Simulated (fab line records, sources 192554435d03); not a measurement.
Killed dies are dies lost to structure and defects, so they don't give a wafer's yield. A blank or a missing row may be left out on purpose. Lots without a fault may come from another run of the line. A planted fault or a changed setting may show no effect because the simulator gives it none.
Chamber matching | flow n5_finfet | N5_BEOL_M7_STRIP_67 on rie_diel-02: 4 sister chambers
The step strips in CF4. 4 wafers are shown with their chamber, then 10 later ones without.

WAFERS WITH THEIR CHAMBER
wafer  | chamber | throttle_valve_pct (%)
L076.6 | 2       | 13.80
L080.2 | 3       | 14.09
L089.1 | 0       | 13.23
L089.2 | 1       | 13.14

WAFERS WITHOUT THEIR CHAMBER
wafer  | throttle_valve_pct (%)
L089.3 | 14.09
L089.4 | 13.85
L089.5 | 13.12
L089.6 | 13.23
L091.3 | 14.10
L091.5 | 13.13
L091.6 | 13.87
L092.2 | 13.88
L092.3 | 14.12
L092.6 | 13.16

WHICH CHAMBER EACH WENT THROUGH
wafer  | from the rows above     | in truth
L089.3 | 3                       | 3
L089.4 | 2                       | 2
L089.5 | 1                       | 1
L089.6 | 0                       | 0
L091.3 | 3                       | 3
L091.5 | 1                       | 1
L091.6 | 2                       | 2
L092.2 | 2                       | 2
L092.3 | 3                       | 3
L092.6 | can't be placed: 1 or 0 | 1
Placed correctly: 9 of 10. Can't be placed from these rows: 1 (the true chamber is among the candidates in 1). Placed wrongly: 0.
How it was worked out, from the rows above alone: a wafer's distance from a chamber is the root of the sum, over the readings, of the square of ((its reading less the chamber's mean) divided by the reading's scatter). The wafer belongs to the nearest chamber; if the next one is less than 2 further off, it can't be placed. A chamber's mean is the mean of its shown wafers. The scatter: with one shown wafer a chamber, the root of the mean of the squares of how far each hidden wafer lies from its nearest shown one.
